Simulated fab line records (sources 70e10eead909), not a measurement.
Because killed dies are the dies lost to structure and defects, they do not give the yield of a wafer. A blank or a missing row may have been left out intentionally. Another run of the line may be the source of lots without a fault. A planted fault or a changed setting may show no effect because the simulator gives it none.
A lot that was struck, set against a sound lot ; flow nand harc ; 15 steps out of a route of 1159
Sound: the wafers L680.3, L680.4, L680.6. Wafers struck: L690.2, L690.3, L690.5. The cause is given at the end.
Each step with rows lists, per side, the tool, then ch with its chambers, then its first start. Under that, the readings that differ: sound wafers ; struck wafers ; difference of the means ; sigmas: that difference in standard deviations of wafers without a fault.
alike: a reading whose means differ by less than 2 such deviations, as well as words and numbers matching on both sides. not compared: withheld readings; readings where some wafer has no value; bounds like >300 that might hide an equal value; numbers whose values overlap and for which the record gives no deviation.
A row with sigmas, a row that says differs or no value, or rows on one side alone: a step with any of these is where the two part. When numbers do not overlap yet have no deviation, they are printed without sigmas and do not part them. Lack of a reading on every wafer of one side parts them only where that side has two or more wafers.

NHARC_P_CONTACT_OVL_MEAS_13:
  struck on overlay-01, day 10 15:45; sound on overlay-02, day 8 12:01
  alike: overlay x nm, overlay y nm
NHARC_P_CONTACT_INSPECT_14:
  struck on defect inspect-02, day 10 15:47; sound on defect inspect-02, day 8 12:03
  alike: raw defect count
then, 3 steps without rows for these wafers: NHARC_P_CONTACT_DESCUM_17 (chemistry O2, time 3 s); NHARC_P_CONTACT_ETCH_35 (etches the open film in CF4, target depth 39 nm, time 65 s); NHARC_P_CONTACT_ETCH_36 (etches the open film in N2/H2, target depth 260 nm, time 406.25 s).
NHARC_P_CONTACT_ETCH_18: etches the open film in C4F8/O2/Ar, target depth 481 nm, time 240.5 s.
  sound: rie diel-11 ch 0,1,2; struck: rie diel-11 ch 1,2,3
  alike: oes product au, rf fwd power W, rf vpp V
  not compared: rf hours counter h
then, 1 step without rows for these wafers: NHARC_P_CONTACT_STRIP_37 (strips in C4F8/O2/Ar).
NHARC_P_CONTACT_ETCH_31: etches the open film in CH3F/O2, target depth 30 nm, time 85.7 s.
  sound: rie diel-11 ch 0,2; struck: rie diel-11 ch 0,1
  alike: drypump motor current A, oes product au, rf fwd power W, rf vpp V, showerhead plenum p Torr, throttle valve pct
  not compared: rf hours counter h
NHARC_P_CONTACT_CD_MEAS_19:
  struck on cd sem-01, day 10 16:50; sound on cd sem-03, day 8 12:59
  alike: cd nm
NHARC_P_CONTACT_STRIP_28: strips in O2.
  sound on rie diel-09 ch 0,1,2, day 8 13:04; struck on rie diel-11 ch 1,2,3, day 10 16:57
  alike: drypump motor current A, oes product au, rf vpp V, showerhead plenum p Torr, throttle valve pct
  not compared: rf hours counter h
then, 1 step without rows for these wafers: NHARC_P_CONTACT_STRIP_29 (strips in post etch residue remover, time 1200 s).
NHARC_P_CONTACT_DEGAS_38: time 60 s.
  struck on pvd sputter-03, day 10 17:38; sound on pvd sputter-02, day 8 13:41
  alike: heater power w
NHARC_P_CONTACT_PRE_CLEAN_39: time 19.5 s.
  struck on pvd sputter-03, day 10 17:47; sound on pvd sputter-02, day 8 13:46
reading;sound;struck;difference;sigmas
time s (s);19.5 19.5 19.5;14.752 14.752 14.752;-4.748;
NHARC_P_CONTACT_PVD_32: deposits Ti, target thk 5 nm, time 17.7 s.
  sound on pvd sputter-02; struck on pvd sputter-03
  alike: throttle valve pct
-- break in the record here, with 14 days between the starts of the struck wafers on either side (left off in module P_CONTACT, picked up again in module END, where the first step shown is number 1159 on the route) --
NHARC_END_SORT_01:
  sound on prober-01 ch 0, day 22 13:07; struck on prober-02 ch 0, day 24 15:56
  alike: killed at array, killed at other, killed at periphery, killed dies, killed open, killed short

## WHERE THEY PART
Nowhere in this record.

WHY: what the simulator had put in
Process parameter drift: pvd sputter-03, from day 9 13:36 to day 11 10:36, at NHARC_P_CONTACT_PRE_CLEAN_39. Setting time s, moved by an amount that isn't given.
